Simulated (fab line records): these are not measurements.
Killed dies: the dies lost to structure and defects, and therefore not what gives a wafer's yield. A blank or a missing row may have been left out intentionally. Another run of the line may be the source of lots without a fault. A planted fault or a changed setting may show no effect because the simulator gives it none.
Chamber matching | flow n5 finfet | N5_BEOL_M6_DESCUM_16 on rie diel-05: 4 sister chambers
The step chemistry O2, time 7.9 s. 4 wafers are shown with their chamber, then 11 later ones without.

## EACH WAFER AND ITS CHAMBER
wafer  | chamber | drypump motor current A (A)
L083.2 | 3       | 5.60
L089.6 | 2       | 5.94
L092.4 | 0       | 5.11
L091.2 | 1       | 5.56

## WAFERS WITH NO CHAMBER GIVEN
wafer  | drypump motor current A (A)
L091.4 | 5.55
L091.6 | 5.59
L095.1 | 5.61
L095.4 | 5.60
L095.5 | 5.10
L097.1 | 5.59
L097.4 | 5.53
L097.6 | 5.55
L096.1 | 5.88
L096.4 | 5.53
L096.6 | 5.55

## CHAMBER TAKEN BY EACH
wafer  | from the rows above     | in truth
L091.4 | can't be placed: 1 or 3 | 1
L091.6 | can't be placed: 3 or 1 | 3
L095.1 | can't be placed: 3 or 1 | 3
L095.4 | can't be placed: 3 or 1 | 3
L095.5 | 0                       | 0
L097.1 | can't be placed: 3 or 1 | 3
L097.4 | can't be placed: 1 or 3 | 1
L097.6 | can't be placed: 1 or 3 | 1
L096.1 | 2                       | 2
L096.4 | can't be placed: 1 or 3 | 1
L096.6 | can't be placed: 1 or 3 | 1
2 of 11 placed correctly. From these rows, 9 cannot be placed; in 9 the true chamber is one of the candidates. 0 placed wrongly.
How it was worked out, from the rows above alone: a wafer's distance from a chamber is the root of the sum, over the readings, of the square of ((its reading less the chamber's mean) divided by the reading's scatter). The wafer belongs to the nearest chamber; if the next one is less than 2 further off, it can't be placed. For every chamber, the mean is computed from those of its wafers that are shown. The scatter: with one shown wafer a chamber, the root of the mean of the squares of how far each hidden wafer lies from its nearest shown one.
